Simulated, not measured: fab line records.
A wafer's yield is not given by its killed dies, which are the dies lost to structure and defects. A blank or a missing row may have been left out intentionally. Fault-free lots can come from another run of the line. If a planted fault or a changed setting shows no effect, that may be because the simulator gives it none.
fab line records | flow n5Finfet | part 2 of 2: steps 4 to 6 of 6
[record] lots = 24 | wafers = 72 | lastDay = 18
route steps=1938 shown FIN_SAQP@116 FIN_CUT@163 STI_FIN_REVEAL@196 DUMMY_GATE@219
lots that met no fault: from a run of the same line without faults
startH: start of the lot's first displayed wafer, in hours after the record's first day | waitH: hours since the lot's step before | " unchanged from the row above | L1.1+2: one row covering several wafers at once | - value missing, or start not given | * or withheld: withheld | < > ~ a bound
route shown NAME@n: NAME is a module with steps in the file, n the number in the route of the first one | usual: the fault-free wafers' mean and standard deviation | same: alike in all rows | chamber/n: place in a boat | sites: per-site readings | _std_site: the standard deviation of these | _edge_site: outer sites' mean less inner sites' | radiusMm: how far each site lies from the wafer's centre | mask NAME#n: copy n | behind: the most recent tool/chamber to have shaped the wafer | hold: why the lot went on hold/how many hours it stayed there/how the hold came to an end | device: transistor that didn't switch, given as n, p or np | end of line: at the end of the route, the tests of the same wafers | a step without rows: its recipe alone | killed: count of dies lost to structure and defects at first sort (not the wafer's yield) | map: a wafer's dies, marking killed ones x, the rest . and places with no die _
set.NAME: the run value of the setting; set.NAME@STEP: its run value at that earlier step | model.NAME: the simulator's own value behind a step, which no gauge read
steps of the route over a sample of lots; a table a step, a row a wafer
services: when a tool's chamber went out of use (startH, in hours from the record's first day, below 0 if earlier), for how many hours, and the reason
[[steps]]
[step N5_FIN_CUT_CD_MEAS_08]
[recipe] targetCdNm = 29.1 | landingEnergyEv = 500 | detector = seInlens | polarity = opening
[usual] cdNm = 29.04/0.23
lot.wafer | tool     | chamber | startH | waitH | cdNm
L074.1    | cdSem-01 | 0       | 30.90  | -     | 29.30
L074.4    | "        | 0       | "      | "     | 28.98
L074.5    | "        | 0       | "      | "     | 29.33
L075.3    | cdSem-02 | 0       | 33.63  | -     | 28.99
L075.5    | "        | 0       | "      | "     | 29.23
L075.6    | "        | 0       | "      | "     | 29.39
L076.1    | cdSem-01 | 0       | 40.56  | -     | 29.11
L076.3    | "        | 0       | "      | "     | 28.88
L076.5    | "        | 0       | "      | "     | 29.58
L077.1    | cdSem-01 | 0       | 52.42  | -     | 28.70
L077.5    | "        | 0       | "      | "     | 29.08
L077.6    | "        | 0       | "      | "     | 28.72
L078.1    | cdSem-01 | 0       | 52.78  | -     | 28.92
L078.4    | "        | 0       | "      | "     | 28.90
L078.5    | "        | 0       | "      | "     | 29.08
L079.2    | cdSem-02 | 0       | 60.22  | -     | 29.33
L079.4    | "        | 0       | "      | "     | 29.06
L079.6    | "        | 0       | "      | "     | 29.25
L080.1    | cdSem-01 | 0       | 66.35  | -     | 29.01
L080.2    | "        | 0       | "      | "     | 28.82
L080.5    | "        | 0       | "      | "     | 28.54
L081.1    | cdSem-01 | 0       | 70.23  | -     | 29.25
L081.2    | "        | 0       | "      | "     | 28.91
L081.5    | "        | 0       | "      | "     | 28.88
L082.2    | cdSem-02 | 0       | 75.61  | -     | 28.62
L082.4    | "        | 0       | "      | "     | 28.95
L082.5    | "        | 0       | "      | "     | 29.16
L083.1    | cdSem-02 | 0       | 82.81  | -     | 28.75
L083.2    | "        | 0       | "      | "     | 29.11
L083.5    | "        | 0       | "      | "     | 29.13
L084.1    | cdSem-02 | 0       | 90.48  | -     | 28.89
L084.4    | "        | 0       | "      | "     | 28.96
L084.5    | "        | 0       | "      | "     | 29.01
L085.2    | cdSem-01 | 0       | 92.69  | -     | 28.78
L085.5    | "        | 0       | "      | "     | 29.15
L085.6    | "        | 0       | "      | "     | 28.95
L086.1    | cdSem-02 | 0       | 100.92 | -     | 28.74
L086.3    | "        | 0       | "      | "     | 28.96
L086.4    | "        | 0       | "      | "     | 29.07
L087.3    | cdSem-01 | 0       | 104.44 | -     | 28.48
L087.5    | "        | 0       | "      | "     | 28.91
L087.6    | "        | 0       | "      | "     | 29.10
L088.1    | cdSem-01 | 0       | 111.02 | -     | 29.12
L088.2    | "        | 0       | "      | "     | 29.20
L088.3    | "        | 0       | "      | "     | 29.26
L089.1    | cdSem-01 | 0       | 117.75 | -     | 28.64
L089.4    | "        | 0       | "      | "     | 29.46
L089.6    | "        | 0       | "      | "     | 28.59
L090.1    | cdSem-02 | 0       | 122.67 | -     | 29.04
L090.4    | "        | 0       | "      | "     | 28.96
L090.5    | "        | 0       | "      | "     | 28.89
L091.1    | cdSem-01 | 0       | 129.74 | -     | 28.75
L091.4    | "        | 0       | "      | "     | 29.04
L091.5    | "        | 0       | "      | "     | 28.74
L092.1    | cdSem-01 | 0       | 135.46 | -     | 29.20
L092.4    | "        | 0       | "      | "     | 28.60
L092.5    | "        | 0       | "      | "     | 28.78
L093.1    | cdSem-01 | 0       | 141.89 | -     | 29.56
L093.4    | "        | 0       | "      | "     | 29.27
L093.6    | "        | 0       | "      | "     | 29.08
L094.1    | cdSem-01 | 0       | 146.66 | -     | 28.90
L094.5    | "        | 0       | "      | "     | 28.94
L094.6    | "        | 0       | "      | "     | 29.02
L095.3    | cdSem-02 | 0       | 153.63 | -     | 29.39
L095.5    | "        | 0       | "      | "     | 29.43
L095.6    | "        | 0       | "      | "     | 29.19
L096.1    | cdSem-01 | 0       | 159.97 | -     | 29.27
L096.3    | "        | 0       | "      | "     | 29.14
L096.5    | "        | 0       | "      | "     | 28.77
L097.2    | cdSem-01 | 0       | 164.47 | -     | 29.27
L097.4    | "        | 0       | "      | "     | 28.92
L097.6    | "        | 0       | "      | "     | 29.09
[step N5_STI_FIN_REVEAL_RECESS_09]
[recipe] chemistry = HF/NH3 | target = SiO2 | afsCycles = 11 | targetDepthA = 425 | tempC = 30 | sublimationTempC = 180 | sublimationTimeS = 60
[usual] drypumpMotorCurrentA = 5.9/0.51
lot.wafer | tool         | chamber | startH | waitH | drypumpMotorCurrentA
L074.1    | vaporEtch-02 | 0       | 39.11  | 0.0   | 5.2
L074.4    | "            | 0       | 40.70  | 1.6   | 5.2
L074.5    | "            | 0       | "      | "     | 5.2
L075.3    | vaporEtch-01 | 1       | 41.38  | 0.6   | 6.3
L075.5    | "            | 0       | "      | "     | 6.5
L075.6    | "            | 1       | "      | "     | 6.3
L076.1    | vaporEtch-02 | 0       | 49.69  | 0.0   | 5.2
L076.3    | "            | 1       | "      | "     | 5.9
L076.5    | "            | 1       | "      | "     | 6.0
L077.1    | vaporEtch-02 | 0       | 60.48  | 0.0   | 5.2
L077.5    | "            | 0       | 61.54  | 1.1   | 5.2
L077.6    | "            | 1       | "      | "     | 6.0
L078.1    | vaporEtch-01 | 0       | 60.83  | 0.0   | 6.5
L078.4    | "            | 1       | "      | "     | 6.3
L078.5    | "            | 1       | "      | "     | 6.3
L079.2    | vaporEtch-02 | 0       | 70.51  | 0.0   | 5.2
L079.4    | "            | 0       | "      | "     | 5.2
L079.6    | "            | 1       | "      | "     | 6.0
L080.1    | vaporEtch-02 | 1       | 73.49  | 0.0   | 6.0
L080.2    | "            | 0       | "      | "     | 5.2
L080.5    | "            | 0       | 74.55  | 1.1   | 5.2
L081.1    | vaporEtch-01 | 1       | 77.90  | 0.0   | 6.3
L081.2    | "            | 0       | "      | "     | 6.5
L081.5    | "            | 0       | 78.96  | 1.1   | 6.5
L082.2    | vaporEtch-02 | 0       | 82.61  | 0.0   | 5.2
L082.4    | "            | 1       | "      | "     | 6.0
L082.5    | "            | 1       | "      | "     | 6.0
L083.1    | vaporEtch-02 | 1       | 89.81  | 0.0   | 6.0
L083.2    | "            | 0       | "      | "     | 5.2
L083.5    | "            | 0       | 90.87  | 1.1   | 5.2
L084.1    | vaporEtch-01 | 0       | 98.88  | 0.0   | 6.4
L084.4    | "            | 1       | "      | "     | 6.3
L084.5    | "            | 1       | "      | "     | 6.3
L085.2    | vaporEtch-02 | 0       | 100.26 | 0.0   | 5.2
L085.5    | "            | 0       | 101.32 | 1.1   | 5.2
L085.6    | "            | 1       | "      | "     | 6.0
L086.1    | vaporEtch-02 | 0       | 107.88 | 0.0   | 5.2
L086.3    | "            | 0       | "      | "     | 5.2
L086.4    | "            | 1       | "      | "     | 6.0
L087.3    | vaporEtch-01 | 0       | 112.39 | 0.6   | 6.5
L087.5    | "            | 1       | "      | "     | 6.3
L087.6    | "            | 0       | "      | "     | 6.4
L088.1    | vaporEtch-01 | 1       | 118.25 | 0.0   | 6.3
L088.2    | "            | 0       | "      | "     | 6.5
L088.3    | "            | 0       | "      | "     | 6.4
L089.1    | vaporEtch-01 | 1       | 125.40 | 0.0   | 6.3
L089.4    | "            | 0       | "      | "     | 6.5
L089.6    | "            | 0       | "      | "     | 6.4
L090.1    | vaporEtch-02 | 1       | 130.20 | 0.0   | 5.9
L090.4    | "            | 1       | "      | "     | 6.0
L090.5    | "            | 0       | "      | "     | 5.2
L091.1    | vaporEtch-01 | 1       | 136.99 | 0.0   | 6.3
L091.4    | "            | 1       | "      | "     | 6.3
L091.5    | "            | 0       | "      | "     | 6.5
L092.1    | vaporEtch-01 | 0       | 142.54 | 0.0   | 6.5
L092.4    | "            | 1       | "      | "     | 6.3
L092.5    | "            | 0       | "      | "     | 6.5
L093.1    | vaporEtch-02 | 1       | 148.91 | 0.0   | 6.1
L093.4    | "            | 1       | "      | "     | 6.1
L093.6    | "            | 0       | "      | "     | 5.2
L094.1    | vaporEtch-02 | 1       | 153.63 | 0.0   | 6.0
L094.5    | "            | 0       | 154.69 | 1.1   | 5.2
L094.6    | "            | 1       | "      | "     | 6.0
L095.3    | vaporEtch-01 | 1       | 161.10 | 0.6   | 6.3
L095.5    | "            | 1       | "      | "     | 6.3
L095.6    | "            | 0       | "      | "     | 6.5
L096.1    | vaporEtch-01 | 0       | 167.70 | 0.0   | 6.5
L096.3    | "            | 1       | "      | "     | 6.3
L096.5    | "            | 1       | "      | "     | 6.3
L097.2    | vaporEtch-02 | 0       | 171.69 | 0.0   | 5.2
L097.4    | "            | 0       | "      | "     | 5.2
L097.6    | "            | 0       | "      | "     | 5.2
[step N5_DUMMY_GATE_THK_MEAS_05]
[usual] thkNm = 72.1/0.88
lot.wafer | tool         | chamber | startH | waitH | thkNm
L074.1    | filmMetro-01 | -       | 47.67  | 0.1   | 72.5
L074.4    | "            | -       | "      | "     | 72.1
L074.5    | "            | -       | "      | "     | 72.2
L075.3    | filmMetro-02 | -       | 49.31  | 0.2   | 71.2
L075.5    | "            | -       | "      | "     | 72.1
L075.6    | "            | -       | "      | "     | 71.8
L076.1    | filmMetro-02 | -       | 56.66  | 0.1   | 72.0
L076.3    | "            | -       | "      | "     | 73.2
L076.5    | "            | -       | "      | "     | 72.2
L077.1    | filmMetro-02 | -       | 67.59  | 0.1   | 72.8
L077.5    | "            | -       | "      | "     | 71.7
L077.6    | "            | -       | "      | "     | 72.2
L078.1    | filmMetro-02 | -       | 67.80  | 0.2   | 72.1
L078.4    | "            | -       | "      | "     | 71.3
L078.5    | "            | -       | "      | "     | 71.8
L079.2    | filmMetro-02 | -       | 77.55  | 0.1   | 72.0
L079.4    | "            | -       | "      | "     | 73.1
L079.6    | "            | -       | "      | "     | 71.8
L080.1    | filmMetro-02 | -       | 80.46  | 0.2   | 71.2
L080.2    | "            | -       | "      | "     | 70.9
L080.5    | "            | -       | "      | "     | 71.0
L081.1    | filmMetro-01 | -       | 85.49  | 0.2   | 72.1
L081.2    | "            | -       | "      | "     | 72.4
L081.5    | "            | -       | "      | "     | 71.1
L082.2    | filmMetro-01 | -       | 89.59  | 0.2   | 72.2
L082.4    | "            | -       | "      | "     | 72.4
L082.5    | "            | -       | "      | "     | 71.9
L083.1    | filmMetro-02 | -       | 99.68  | 0.1   | 72.7
L083.2    | "            | -       | "      | "     | 73.6
L083.5    | "            | -       | "      | "     | 72.2
L084.1    | filmMetro-02 | -       | 105.86 | 0.2   | 71.4
L084.4    | "            | -       | "      | "     | 72.7
L084.5    | "            | -       | "      | "     | 71.2
L085.2    | filmMetro-01 | -       | 107.61 | 0.2   | 72.2
L085.5    | "            | -       | "      | "     | 73.9
L085.6    | "            | -       | "      | "     | 72.4
L086.1    | filmMetro-02 | -       | 115.40 | 0.1   | 72.0
L086.3    | "            | -       | "      | "     | 71.1
L086.4    | "            | -       | "      | "     | 72.4
L087.3    | filmMetro-01 | -       | 118.85 | 0.1   | 71.4
L087.5    | "            | -       | "      | "     | 71.6
L087.6    | "            | -       | "      | "     | 72.6
L088.1    | filmMetro-02 | -       | 125.42 | 0.2   | 72.2
L088.2    | "            | -       | "      | "     | 71.6
L088.3    | "            | -       | "      | "     | 72.8
L089.1    | filmMetro-01 | -       | 132.36 | 0.1   | 71.3
L089.4    | "            | -       | "      | "     | 71.9
L089.6    | "            | -       | "      | "     | 71.8
L090.1    | filmMetro-02 | -       | 137.17 | 0.2   | 71.0
L090.4    | "            | -       | "      | "     | 72.6
L090.5    | "            | -       | "      | "     | 72.7
L091.1    | filmMetro-01 | -       | 144.01 | 0.1   | 71.2
L091.4    | "            | -       | "      | "     | 73.5
L091.5    | "            | -       | "      | "     | 71.0
L092.1    | filmMetro-01 | -       | 149.70 | 0.2   | 73.2
L092.4    | "            | -       | "      | "     | 73.1
L092.5    | "            | -       | "      | "     | 73.9
L093.1    | filmMetro-02 | -       | 157.71 | 0.2   | 72.9
L093.4    | "            | -       | "      | "     | 72.5
L093.6    | "            | -       | "      | "     | 72.8
L094.1    | filmMetro-01 | -       | 162.41 | 0.2   | 70.6
L094.5    | "            | -       | "      | "     | 71.4
L094.6    | "            | -       | "      | "     | 71.9
L095.3    | filmMetro-01 | -       | 169.42 | 0.2   | 71.3
L095.5    | "            | -       | "      | "     | 72.0
L095.6    | "            | -       | "      | "     | 72.2
L096.1    | filmMetro-01 | -       | 175.01 | 0.1   | 71.6
L096.3    | "            | -       | "      | "     | 71.7
L096.5    | "            | -       | "      | "     | 71.5
L097.2    | filmMetro-01 | -       | 180.49 | 0.2   | 73.0
L097.4    | "            | -       | "      | "     | 71.8
L097.6    | "            | -       | "      | "     | 71.8
[[services]]
tool         | chamber | startH | hours | kind
rieDiel-06   | 3       | -0.02  | 2.0   | repair
vaporEtch-01 | -       | 8.67   | 2.8   | pm
rieDiel-01   | 0       | 22.00  | 9.5   | repair
rieDiel-06   | 2       | 33.40  | 8.3   | repair
rieDiel-01   | -       | 36.17  | 0.3   | repair
vaporEtch-02 | 1       | 37.15  | 8.6   | repair
rieDiel-01   | -       | 42.23  | 28.1  | pm
rieDiel-03   | 3       | 57.16  | 4.1   | repair
rieDiel-03   | -       | 65.58  | 0.2   | repair
rieDiel-01   | 0       | 70.33  | -     | clean
rieDiel-01   | 0       | 70.33  | -     | consumableReplace:focusRing
rieDiel-01   | 0       | 70.33  | 22.1  | scheduledDown
rieDiel-01   | 0       | 70.33  | 22.1  | ventCycle
rieDiel-03   | 1       | 71.21  | -     | clean
rieDiel-03   | 1       | 71.21  | -     | consumableReplace:focusRing
rieDiel-03   | 1       | 71.21  | -     | consumableReplace:showerhead
rieDiel-03   | 1       | 71.21  | 12.9  | scheduledDown
rieDiel-03   | 1       | 71.21  | 12.9  | ventCycle
rieDiel-01   | 3       | 105.15 | 7.8   | repair
vaporEtch-02 | -       | 115.18 | 0.1   | repair
rieDiel-01   | 3       | 137.44 | -     | clean
rieDiel-01   | 3       | 137.44 | -     | consumableReplace:focusRing
rieDiel-01   | 3       | 137.44 | 23.2  | scheduledDown
rieDiel-01   | 3       | 137.44 | 23.2  | ventCycle
